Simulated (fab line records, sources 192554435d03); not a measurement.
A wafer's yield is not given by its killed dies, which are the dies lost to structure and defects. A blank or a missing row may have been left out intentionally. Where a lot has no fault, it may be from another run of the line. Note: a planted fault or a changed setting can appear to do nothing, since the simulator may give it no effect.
8D (eight disciplines) problem report, filled in by code | flow n5 finfet | the parts of the form that need people (team, actions taken, sign-off) are left out

## 1. PROBLEM STATEMENT
A mean of 28.5 s is read at N5_SDB_ETCH_17 for etch rf on time s, taken on 1 wafer of 1 lot, against 39.1 s (standard deviation 0.98) on wafers free of any fault. That is -11 standard deviations from the usual mean.
The step: etches SiARC in CF4, target depth 23.4 nm, time 39 s.
First seen on wafer L304.3, day 8 11:37, on rie diel-01. Wafers with a number at this step in the record: 27, from 9 lots. Rule for "out", or "out of limits": more than 4 standard deviations from the usual mean. Any other wafer with a number is counted as sound.

## 2. WHAT IT IS AND WHAT IT IS NOT
question                    | is                | is not
which readings at this step | etch rf on time s | drypump motor current A, oes product au, rf vpp V, showerhead plenum p Torr, throttle valve pct
which lots                  | L304              | L285, L286, L287, L289, L291, L297, L307, L308
which wafers of those lots  | L304.3            | L304.2, L304.4
read on which tools         | rie diel-01       | rie diel-05, rie diel-06
when                        | from day 8 11:37  | up to then (20 sound wafers); but 6 sound wafers of L307, L308 came after

## 3. THE SUSPECTS, EACH WITH WHAT RULES IT OUT
Counting: any tool at a process step up to the reading remains a suspect provided it ran every lot that is out. Sound lots after the first of them don't rule it out here, since some wafers of a struck lot are sound.
- cmp-04 at N5_ILD0_CMP_03 (polishes, stops on SiNx, t overpolish 1.9 s, target thk 197.38 nm): kept. L304, the lot that is out, went through it at day 8 06:56; up to then, the latest sound lot through it was L297 at day 6 14:30.
- cmp-04 at N5_ILD0_CMP_12 (polishes SiNx, stops on poly-Si, t overpolish 6 s, target thk 17.67 nm): kept. L304, the lot that is out, went through it at day 8 10:26; up to then, the latest sound lot through it was L291 at day 5 06:09.
- rie diel-01 at N5_SDB_ETCH_17 (etches SiARC in CF4, target depth 23.4 nm, time 39 s): kept. L304, the lot that is out, went through it at day 8 11:37; up to then, the latest sound lot through it was L289 at day 4 17:37. Out on those wafers are its own readings of etch rf on time s.
- At N5_ILD0_CMP_03, inside cmp-04: chamber 2 took the wafers that are out, while their sound lot-mates went through chambers 0, 3.
- At N5_ILD0_CMP_12, inside cmp-04: chamber 3 took the wafers that are out, while their sound lot-mates went through chambers 0, 1.
- At N5_SDB_ETCH_17, inside rie diel-01: chamber 1 took the wafers that are out, while their sound lot-mates went through chambers 0, 2.
Left after counting: cmp-04 at N5_ILD0_CMP_03, cmp-04 at N5_ILD0_CMP_12, rie diel-01 at N5_SDB_ETCH_17.

## 4. THE CAUSE (what the simulator had put in)
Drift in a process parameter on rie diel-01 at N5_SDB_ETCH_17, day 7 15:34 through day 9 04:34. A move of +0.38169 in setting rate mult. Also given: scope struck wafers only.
Of the 3 suspects that counting leaves, this tool is one.

## 5. SEQUENCE OF EFFECTS, ordered by route
Each row: a reading whose mean over the struck wafers that have a number lies more than 3 standard deviations from the usual. Readings are gone through only where the record gives a usual standard deviation; hours: the median, over the lots, of the time from a lot's start at the first step in this table giving one to that lot's start at this step; sigmas: the change measured in usual standard deviations.
hours | step           | reading           | usual  | on struck wafers | change | sigmas
0     | N5_SDB_ETCH_17 | etch rf on time s | 39.1 s | 28.5             | -10.6  | -11
Process steps it contains:
- N5_SDB_ETCH_17: etches SiARC in CF4, target depth 23.4 nm, time 39 s.
At these later measuring or inspecting steps, every struck wafer for which the step has a row has a number for every such reading, and none has moved that far: N5_BEOL_M4_RC_MEAS_101.

## 6. HOW IT WOULD HAVE BEEN CAUGHT EARLIER
In this record no reading fell out of limits until day 8 11:37, 20 hours after the fault had begun at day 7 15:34.
